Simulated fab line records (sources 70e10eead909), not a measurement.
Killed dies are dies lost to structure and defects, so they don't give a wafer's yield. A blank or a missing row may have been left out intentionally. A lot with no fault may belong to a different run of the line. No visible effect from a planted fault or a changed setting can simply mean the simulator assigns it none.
fab line records | flow nand_harc
[record] lots = 6 | wafers = 18 | last_day = 24
route steps=1159 shown A_WL_FILL@839 A_CONTACT@840
lots untouched by any fault: they come from a run of this same line in which no faults occurred
start_h: the number of hours between the record's first day and the start of the first shown wafer of the lot | wait_h: hours since the lot's step before | " as in the row above | L1.1+2: a single row standing in for several wafers | - value missing, or start not given | * or withheld: withheld | < > ~ a bound
route shown NAME@n: names a module that has steps shown in the file, with the first one's number in the route | usual: the fault-free wafers' mean and standard deviation | same: alike in all rows | chamber/n: place in a boat | sites: the reading at each site | _std_site: the values' standard deviation | _edge_site: the outer-site mean with the inner-site mean subtracted | radius_mm: how far each site lies from the wafer's centre | mask NAME#n: copy n | behind: the most recent tool/chamber to have shaped the wafer | hold: cause of the lot's hold/its duration in hours/its outcome | device: names the non-switching transistor (n, p or np) | end of line: tests run on the same wafers once the route is complete | for a step that has no rows: nothing shown but its recipe | killed: the dies lost at the first sort to structure and to defects; this is not the yield of the wafer | map: the dies of a wafer, with x for killed, . for not killed, _ for no die there
set.NAME: the setting that was run; set.NAME@STEP: the one run at that earlier step | model.NAME: the simulator's own value behind a step, which no gauge read
lots at some steps of the route; a table a step, a row a wafer
services: a tool's chamber out of use, with start hour (start_h, from the record's first day; less than 0 if before it), hours out, and reason
[[steps]]
[step NHARC_A_WL_FILL_INSPECT_15]
[usual] raw_defect_count = 420/150
lot.wafer | tool              | chamber | start_h | wait_h | raw_defect_count
L569.2    | defect_inspect-01 | -       | 395.61  | 0.0    | 211
L569.3    | "                 | -       | "       | "      | 330
L569.6    | "                 | -       | "       | "      | 319
L570.1    | defect_inspect-01 | -       | 402.13  | 0.0    | 538
L570.5    | "                 | -       | "       | "      | 792
L570.6    | "                 | -       | "       | "      | 861
L581.1    | defect_inspect-02 | -       | 458.91  | 0.0    | 488
L581.4    | "                 | -       | "       | "      | 389
L581.5    | "                 | -       | "       | "      | 573
L582.2    | defect_inspect-02 | -       | 475.95  | 0.0    | 339
L582.4    | "                 | -       | "       | "      | 237
L582.6    | "                 | -       | "       | "      | 189
L584.2    | defect_inspect-01 | -       | 494.27  | 0.0    | 439
L584.3    | "                 | -       | "       | "      | 383
L584.5    | "                 | -       | "       | "      | 393
L586.3    | defect_inspect-02 | -       | 497.30  | 0.0    | 267
L586.4    | "                 | -       | "       | "      | 308
L586.6    | "                 | -       | "       | "      | 428
[step NHARC_A_CONTACT_DEP_24]
[recipe] target_thk_a = 5000 | temp_c = 400 | pressure_torr = 6.5 | rf_w = 900 | teos_flow_sccm = 161.4 | flow_sccm = 2650 | target_thk_nm = 500 | gas = O2 | material = SiO2
[usual] chamber_pressure_Torr = 6.499/0.015 | heater_power_outer_w = 283/61 | heater_power_w = 533/82 | throttle_valve_pct = 15.8/0.58
lot.wafer | tool     | chamber | start_h | wait_h | chamber_pressure_Torr | heater_power_outer_w | heater_power_w | throttle_valve_pct
L569.3    | pecvd-02 | 2       | 395.68  | 0.1    | 6.492                 | 404                  | 664            | 16.0
L569.2    | "        | 0       | "       | "      | 6.495                 | 255                  | 478            | 15.8
L569.6    | "        | 0       | "       | "      | 6.503                 | 267                  | 483            | 15.6
L570.1    | pecvd-01 | 0       | 402.20  | 0.1    | 6.511                 | 341                  | 620            | 16.1
L570.6    | "        | 1       | "       | "      | 6.481                 | 290                  | 568            | 16.2
L570.5    | "        | 2       | "       | "      | 6.522                 | 196                  | 441            | 15.9
L581.1    | pecvd-03 | 1       | 458.98  | 0.1    | 6.535                 | 298                  | 559            | 15.0
L581.5    | "        | 1       | "       | "      | 6.511                 | 314                  | 586            | 15.0
L581.4    | "        | 0       | "       | "      | 6.530                 | 394                  | 654            | 16.9
L582.2    | pecvd-01 | 0       | 476.04  | 0.1    | 6.521                 | 374                  | 671            | 15.4
L582.4    | "        | 1       | "       | "      | 6.501                 | 317                  | 625            | 16.1
L582.6    | "        | 2       | "       | "      | 6.487                 | 253                  | 502            | 16.1
L584.3    | pecvd-02 | 0       | 494.34  | 0.1    | 6.456                 | 180                  | 363            | 15.9
L584.2    | "        | 2       | "       | "      | 6.495                 | 365                  | 654            | 16.5
L584.5    | "        | 0       | "       | "      | 6.493                 | 207                  | 410            | 15.9
L586.3    | pecvd-02 | 0       | 497.65  | 0.3    | 6.495                 | 208                  | 410            | 15.9
L586.6    | "        | 1       | "       | "      | 6.477                 | 182                  | 393            | 15.3
L586.4    | "        | 2       | "       | "      | 6.498                 | 321                  | 576            | 16.7
[step NHARC_A_CONTACT_DEP_28]
[recipe] target_thk_a = 36000 | temp_c = 400 | material = aC
[usual] throttle_valve_pct = 35.001/0.0078
lot.wafer | tool       | chamber | start_h | wait_h | throttle_valve_pct
L569.2    | acl_dep-01 | 0       | 397.72  | 1.5    | 35.007
L569.3    | "          | 0       | "       | "      | 35.010
L569.6    | "          | 0       | 399.18  | 2.9    | 34.991
L570.1    | acl_dep-02 | 0       | 402.81  | 0.1    | 35.009
L570.5    | "          | 0       | 404.26  | 1.5    | 34.995
L570.6    | "          | 0       | "       | "      | 35.004
L581.1    | acl_dep-02 | 0       | 459.58  | 0.1    | 34.996
L581.4    | "          | 0       | 460.69  | 1.2    | 34.990
L581.5    | "          | 0       | "       | "      | 34.988
L582.2    | acl_dep-03 | 0       | 477.11  | 0.5    | 34.996
L582.4    | "          | 0       | "       | "      | 35.004
L582.6    | "          | 0       | "       | "      | 34.999
L584.2    | acl_dep-01 | 0       | 495.32  | 0.4    | 35.006
L584.3    | "          | 0       | "       | "      | 35.004
L584.5    | "          | 0       | "       | "      | 35.010
L586.3    | acl_dep-03 | 0       | 498.86  | 0.8    | 34.999
L586.4    | "          | 0       | "       | "      | 35.001
L586.6    | "          | 0       | "       | "      | 35.012
[step NHARC_A_CONTACT_DEP_29]
[recipe] target_thk_a = 700 | target_thk_nm = 70 | temp_c = 400 | pressure_torr = 3.5 | flow_sccm = 200 | rf_w = 350 | material = SiON
[usual] chamber_pressure_Torr = 3.500/0.0085 | heater_power_outer_w = 428/61 | heater_power_w = 726/82
lot.wafer | tool     | chamber | start_h | wait_h | chamber_pressure_Torr | heater_power_outer_w | heater_power_w
L569.2    | pecvd-03 | 0       | 399.56  | 1.5    | 3.503                 | 533                  | 841
L569.3    | "        | 2       | "       | "      | 3.512                 | 348                  | 621
L569.6    | "        | 2       | "       | "      | 3.494                 | 348                  | 633
L570.1    | pecvd-02 | 1       | 405.01  | 1.8    | 3.500                 | 413                  | 738
L570.6    | "        | 1       | "       | "      | 3.500                 | 411                  | 731
L570.5    | "        | 0       | "       | "      | 3.490                 | 372                  | 610
L581.1    | pecvd-03 | 1       | 461.82  | 1.9    | 3.506                 | 423                  | 732
L581.4    | "        | 1       | "       | "      | 3.506                 | 436                  | 751
L581.5    | "        | 0       | "       | "      | 3.492                 | 435                  | 713
L582.2    | pecvd-02 | 2       | 479.08  | 1.6    | 3.497                 | 447                  | 750
L582.4    | "        | 0       | "       | "      | 3.510                 | 410                  | 683
L582.6    | "        | 1       | "       | "      | 3.496                 | 417                  | 725
L584.2    | pecvd-02 | 0       | 497.38  | 1.7    | 3.507                 | 399                  | 677
L584.3    | "        | 1       | "       | "      | 3.501                 | 373                  | 676
L584.5    | "        | 0       | "       | "      | 3.509                 | 411                  | 678
L586.3    | pecvd-03 | 2       | 500.40  | 1.2    | 3.502                 | 360                  | 624
L586.6    | "        | 1       | "       | "      | 3.493                 | 468                  | 802
L586.4    | "        | 2       | "       | "      | 3.511                 | 369                  | 623
[step NHARC_A_CONTACT_DEHYDRATE_32]
[recipe] temp_c = 150 | time_s = 120
[step NHARC_A_CONTACT_HMDS_33]
[recipe] time_s = 30
[step NHARC_A_CONTACT_COAT_34]
[recipe] temp_c = 260 | time_s = 75
[step NHARC_A_CONTACT_COAT_35]
[recipe] temp_c = 225 | time_s = 65
[step NHARC_A_CONTACT_COAT_36]
[recipe] spin_rpm = 1500 | resist_thk_nm = 90
[step NHARC_A_CONTACT_SOFTBAKE_37]
[recipe] temp_c = 105 | time_s = 55
[usual] heater_power_total_W = 188.45/0.14
lot.wafer | tool           | chamber | start_h | wait_h | heater_power_total_W
L569.2    | litho_track-01 | 0       | 399     | -      | 188.40
L569.3    | "              | 0       | "       | "      | 188.72
L569.6    | "              | 0       | "       | "      | 188.68
L570.1    | litho_track-04 | 0       | 405     | -      | 188.72
L570.5    | "              | 0       | "       | "      | 188.34
L570.6    | "              | 0       | "       | "      | 188.35
L581.1    | litho_track-04 | 0       | 462     | -      | 314.56
L581.4    | "              | 0       | "       | "      | 315.12
L581.5    | "              | 0       | "       | "      | 314.55
L582.2    | litho_track-04 | 0       | 479     | -      | 315.12
L582.4    | "              | 0       | "       | "      | 314.67
L582.6    | "              | 0       | "       | "      | 314.47
L584.2    | litho_track-01 | 0       | 497     | -      | 188.52
L584.3    | "              | 0       | "       | "      | 188.43
L584.5    | "              | 0       | "       | "      | 188.50
L586.3    | litho_track-01 | 0       | 500     | -      | 188.78
L586.4    | "              | 0       | "       | "      | 188.35
L586.6    | "              | 0       | "       | "      | 188.57
[step NHARC_A_CONTACT_EBR_38]
[[services]]
tool           | chamber | start_h | hours | kind
pecvd-01       | -       | 405.17  | 9.2   | repair
acl_dep-03     | -       | 405.60  | 13.0  | pm
pecvd-01       | 1       | 417.37  | 3.4   | repair
pecvd-01       | -       | 418.64  | 13.0  | pm
pecvd-01       | 0       | 418.64  | 13.0  | vent_cycle
pecvd-01       | 2       | 418.64  | 13.0  | vent_cycle
pecvd-01       | 0       | 431.64  | -     | clean
pecvd-01       | 1       | 431.64  | -     | clean
pecvd-01       | 2       | 431.64  | -     | clean
litho_track-01 | -       | 433.06  | -     | consumable_replace:filter
litho_track-01 | -       | 443.00  | 7.0   | pm
pecvd-03       | -       | 473.03  | 13.0  | pm
pecvd-03       | 0       | 473.03  | 13.0  | vent_cycle
pecvd-03       | 1       | 473.03  | 13.0  | vent_cycle
pecvd-03       | 2       | 473.03  | 13.0  | vent_cycle
acl_dep-01     | -       | 475.22  | 13.0  | pm
pecvd-03       | 0       | 486.03  | -     | clean
pecvd-03       | 1       | 486.03  | -     | clean
pecvd-03       | 2       | 486.03  | -     | clean
litho_track-04 | -       | 491.00  | 7.0   | pm
[[key]]
[first_sign] step = NHARC_A_CONTACT_SOFTBAKE_37 | reading = heater_power_total_W | direction = up | sigmas = 99+ | usual = * | struck = *
effect none on later readings
met_at NHARC_A_CONTACT_SOFTBAKE_37
struck_wafers L581.1,L581.4,L581.5,L582.2,L582.4,L582.6
tester_left_out L581,L582
onset_between 405 462
[fault] kind = process_parameter_drift | tool = litho_track-04 | chamber = - | onset_h = 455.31 | steps = NHARC_A_CONTACT_SOFTBAKE_37 | channel = time_s | offset = * | shape = step | end_h = 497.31 | acts_in = * | stated = *
// tester_left_out: of these lots the tester's yield and bins aren't shown, on N5 and GAA mostly nor the transistor test; their killed dies are dies lost to structure and defects alone, not to doping, threshold or leakage, so they don't give the yield
